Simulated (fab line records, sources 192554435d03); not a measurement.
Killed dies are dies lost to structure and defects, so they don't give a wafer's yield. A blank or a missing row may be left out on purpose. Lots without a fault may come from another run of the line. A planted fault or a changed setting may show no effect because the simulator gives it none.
A struck lot beside a sound one | flow n5_finfet | 22 steps out of a route of 1938
Sound: wafers L427.2, L427.4, L427.6. Struck: wafers L436.1, L436.4, L436.5. The cause comes at the end.
At each step with rows: each side's tool, then ch and its chambers, then its first start. Under that, the readings that differ: sound wafers | struck wafers | difference of the means | sigmas: that difference in standard deviations of wafers without a fault.
alike: readings whose means differ by less than 2 such deviations, and words and numbers that are the same on both sides. not compared: withheld readings, readings that some wafer has no value for, bounds like >300 that may hide the same value, and numbers for which the record gives no deviation and whose values overlap.
The two part at a step that has a row with sigmas, a row that says differs or no value, or rows on one side only. Numbers that don't overlap but have no deviation are shown without sigmas and don't part them. A reading that every wafer of one side lacks parts them only if that side has two wafers or more.

first, 1 step without rows for these wafers: N5_PASSIVATION_PECVD_00 (deposits SiO2 from SiH4/N2O, target thk 200 nm, time 11.2 s).
N5_MIM_BOT_DEGAS_01: time 60 s.
  sound on pvd_sputter-01, day 13 14:14; struck on pvd_sputter-02, day 15 15:57
  alike: heater_power_w
then, 1 step without rows for these wafers: N5_MIM_BOT_SPUTTER_00 (material TiN, target thk 35 nm, time 89.7 s).
N5_MIM_TOP_ALD_00: deposits Al2O3, purge time 3 s, co reactant pulse time 3 s.
  sound on ald_hk-02 ch 1,2, day 13 14:22; struck on ald_hk-02 ch 0,1,3, day 15 16:05
  alike: precursor_pulse_height_rel
N5_MIM_TOP_ALD_01: deposits HfO2, target thk 5.6 nm, pulse time 1 s, purge time 3 s.
  sound on ald_hk-02 ch 1,2; struck on ald_hk-02 ch 0,1,3
  alike: precursor_pulse_height_rel
then, 1 step without rows for these wafers: N5_MIM_TOP_ALD_02 (deposits Al2O3, purge time 3 s, co reactant pulse time 3 s).
N5_MIM_TOP_DEGAS_04: time 60 s.
  sound on pvd_sputter-01, day 13 15:20; struck on pvd_sputter-03, day 15 16:50
  alike: heater_power_w
N5_MIM_TOP_SPUTTER_03: material TiN, target thk 35 nm, time 89.7 s.
  sound on pvd_sputter-01, day 13 15:22; struck on pvd_sputter-03, day 15 16:52
  alike: throttle_valve_pct
then, 4 steps without rows for these wafers: N5_MIM_TOP_LITHO_HMDS_01 (time 60 s); N5_MIM_TOP_LITHO_COAT_02; N5_MIM_TOP_LITHO_EBR_04; N5_MIM_TOP_LITHO_SOFTBAKE_03 (time 90 s).
N5_MIM_TOP_LITHO_EXPOSE_05: exposes mask MIM TOP, target cd 2000 nm.
  sound on krf_scanner-01 ch 0, day 13 15:43; struck on krf_scanner-02 ch 0, day 15 17:13
  reading              | sound                | struck               | difference | sigmas
  exposure_dose_mJ_cm2 | 20.463 20.506 20.505 | 19.189 19.198 19.196 | -1.297     | -62
  alike: mask
then, 3 steps without rows for these wafers: N5_MIM_TOP_LITHO_PEB_06; N5_MIM_TOP_LITHO_DEVELOP_07 (develop time 60 s); N5_MIM_TOP_LITHO_HARDBAKE_09 (time 120 s).
N5_MIM_TOP_LITHO_CD_MEAS_08: target cd 2000 nm.
  sound on cd_sem-03 ch 0, day 13 15:53; struck on cd_sem-02 ch 0, day 15 17:23
  reading    | sound                | struck               | difference | sigmas
  cd_nm (nm) | 2000.5 2000.1 2002.0 | 2009.7 2011.1 2008.7 | +9.0       | +6
N5_MIM_TOP_LITHO_OVL_MEAS_11:
  sound on overlay-01 ch 0, day 13 15:55; struck on overlay-01 ch 0, day 15 17:25
  reading          | sound    | struck  | difference | sigmas
  MIM_TOP_OVL (nm) | -5 -2 -7 | 6 -1 15 | +11        | +2
N5_MIM_TOP_LITHO_INSPECT_12: inspects for defects (macro).
  sound on defect_inspect-01, day 13 15:56; struck on defect_inspect-02, day 15 17:26
  alike: raw_defect_count
N5_MIM_TOP_LITHO_DESCUM_10: chemistry O2, time 7.9 s.
  sound on rie_diel-02 ch 0,2,3, day 13 15:59; struck on rie_diel-02 ch 0,1,2, day 15 17:29
  reading                        | sound          | struck         | difference | sigmas
  model.MIM_TOP_LITHO.cd_nm (nm) | 2000 2000 2002 | 2009 2011 2009 | +9         |
  alike: drypump_motor_current_A, oes_product_au, rf_vpp_V, showerhead_plenum_p_Torr, throttle_valve_pct
  not compared: rf_hours_counter_h
then, 1 step without rows for these wafers: N5_MIM_TOP_ETCH_ETCH_00 (etches TiN in Cl2/BCl3, target depth 38.5 nm).
N5_PASSIVATION_PROBE_49:
  sound on prober-02, day 14 01:56; struck on prober-01, day 16 03:47
  alike: defect_limited_yield, killed_at_M0_to_M3, killed_at_M4_up, killed_at_contacts, killed_at_front_end, killed_at_other, killed_dies, killed_open, killed_short, sort_bin_5_function, sort_bin_6_memory, sort_n_pass, sort_yield_pct

WHERE THEY PART
First at N5_MIM_TOP_LITHO_EXPOSE_05; last, within this record, at N5_MIM_TOP_LITHO_OVL_MEAS_11. Later steps at which nothing parts them and some readings are alike: N5_MIM_TOP_LITHO_INSPECT_12, N5_MIM_TOP_LITHO_DESCUM_10, N5_PASSIVATION_PROBE_49.

WHY: what the simulator had put in
Process parameter drift: krf_scanner-02, from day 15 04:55 on, at N5_MIM_TOP_LITHO_EXPOSE_05. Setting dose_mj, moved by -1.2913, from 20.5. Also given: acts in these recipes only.
